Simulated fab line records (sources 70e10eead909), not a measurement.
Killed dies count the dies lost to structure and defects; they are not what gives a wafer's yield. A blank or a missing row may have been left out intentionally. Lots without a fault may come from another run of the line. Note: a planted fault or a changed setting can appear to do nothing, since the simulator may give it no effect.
Which tool is to blame?    flow nand-harc    13 lots with 39 wafers sampled at 3 steps, on a route of 1159 steps

## WHAT THE GAUGES SHOWED, per wafer
NHARC_THIN_TSV_CD_MEAS_33 targets a cd of 5000 nm. Usual: cd-nm reads 4999.7 nm (standard deviation 2.2).
lot   measured      on         cd-nm (nm)            flag
L468  day 18 19:41  cd-sem-01  5000.8 4999.3 5000.5  
L467  day 19 03:18  cd-sem-03  4996.7 5000.1 4998.8  
L470  day 19 04:10  cd-sem-02  5002.1 5003.2 4998.0  
L469  day 19 05:34  cd-sem-03  4997.4 5001.3 5002.7  
L472  day 19 06:43  cd-sem-03  4997.5 5001.6 4998.6  
L471  day 20 06:26  cd-sem-02  4996.7 4999.1 5002.6  
L474  day 20 15:23  cd-sem-01  4998.9 4996.8 5001.3  
L476  day 21 07:26  cd-sem-02  4999.6 4997.8 4999.6  
L473  day 21 09:02  cd-sem-03  4998.5 4999.8 4997.7  
L475  day 21 16:14  cd-sem-01  4998.5 5003.3 5004.5  
L487  day 24 05:39  cd-sem-02  5000.2 5003.5 4999.2  
L485  day 24 07:00  cd-sem-02  4996.7 5000.7 5000.9  
L490  day 25 07:05  cd-sem-03  5001.8 4999.3 4999.4  

## EACH LOT AND THE TOOL THAT RAN IT (in order: tool; ch and the chambers of the sampled wafers; start)
lot   NHARC_THIN_TSV_DEP_47            NHARC_THIN_TSV_DEGAS_49
L468  pecvd-03 ch 0,1,2, day 18 15:27  pvd-sputter-02, day 18 16:23
L467  pecvd-02 ch 0,1, day 18 23:12    pvd-sputter-02, day 19 00:02
L470  pecvd-03 ch 1,2, day 19 00:05    pvd-sputter-02, day 19 00:59
L469  pecvd-04 ch 0,1, day 19 01:27    pvd-sputter-02, day 19 02:22
L472  pecvd-04 ch 1,2, day 19 02:35    pvd-sputter-02, day 19 03:32
L471  pecvd-03 ch 0,1,2, day 20 01:47  pvd-sputter-01, day 20 02:58
L474  pecvd-03 ch 0,1,2, day 20 11:08  pvd-sputter-01, day 20 12:01
L476  pecvd-02 ch 0,2, day 21 03:32    pvd-sputter-03, day 21 04:25
L473  pecvd-04 ch 1,2, day 21 04:50    pvd-sputter-02, day 21 05:54
L475  pecvd-03 ch 0,2, day 21 12:17    pvd-sputter-02, day 21 13:13
L487  pecvd-03 ch 0,1,2, day 24 01:37  pvd-sputter-03, day 24 02:30
L485  pecvd-03 ch 0,2, day 24 02:58    pvd-sputter-02, day 24 03:52
L490  pecvd-03 ch 0,2, day 25 02:40    pvd-sputter-03, day 25 03:35
- NHARC_THIN_TSV_DEP_47: deposits SiO2, target thk 200 nm.
- NHARC_THIN_TSV_DEGAS_49: time 120 s.

## AS READ BY THE TOOLS THEMSELVES (means over the sampled wafers that have a number; for cases with no such wafer, the mark the record gives instead)
NHARC_THIN_TSV_DEP_47. Usual: throttle-valve-pct reads 15.9 % (standard deviation 0.51).
lot   tool      throttle-valve-pct (%)  flag
L468  pecvd-03  16.0                    
L467  pecvd-02  15.9                    
L470  pecvd-03  16.2                    
L469  pecvd-04  14.9                    
L472  pecvd-04  16.0                    
L471  pecvd-03  16.2                    
L474  pecvd-03  16.3                    
L476  pecvd-02  16.0                    
L473  pecvd-04  16.0                    
L475  pecvd-03  15.9                    
L487  pecvd-03  16.0                    
L485  pecvd-03  15.9                    
L490  pecvd-03  16.3                    

NHARC_THIN_TSV_DEGAS_49. Usual: heater-power-w reads 470 W (standard deviation 60).
lot   tool            heater-power-w (W)  flag
L468  pvd-sputter-02  510                 
L467  pvd-sputter-02  461                 
L470  pvd-sputter-02  469                 
L469  pvd-sputter-02  516                 
L472  pvd-sputter-02  464                 
L471  pvd-sputter-01  488                 
L474  pvd-sputter-01  509                 
L476  pvd-sputter-03  453                 
L473  pvd-sputter-02  504                 
L475  pvd-sputter-02  508                 
L487  pvd-sputter-03  398                 
L485  pvd-sputter-02  462                 
L490  pvd-sputter-03  438                 

## THE ANSWER, worked out from the rows above alone
Rule: take the mean of a lot's wafers that have a number; if it is more than 3 standard deviations from the usual mean, the lot is off. A lot without any number at a reading at which 4 lots or more have one is off too. Any other lot the step has rows for is counted as sound. The gauges are gone through in route order, then the tools' own readings, and for those a lot's mean is taken as printed above. At the first step where some lot is off, the reading lying furthest off is the one used; lots without a number count as furthest.
Nothing can be told from this: no lot is off at any reading shown.

## WHAT HAD BEEN PUT IN BY THE SIMULATOR
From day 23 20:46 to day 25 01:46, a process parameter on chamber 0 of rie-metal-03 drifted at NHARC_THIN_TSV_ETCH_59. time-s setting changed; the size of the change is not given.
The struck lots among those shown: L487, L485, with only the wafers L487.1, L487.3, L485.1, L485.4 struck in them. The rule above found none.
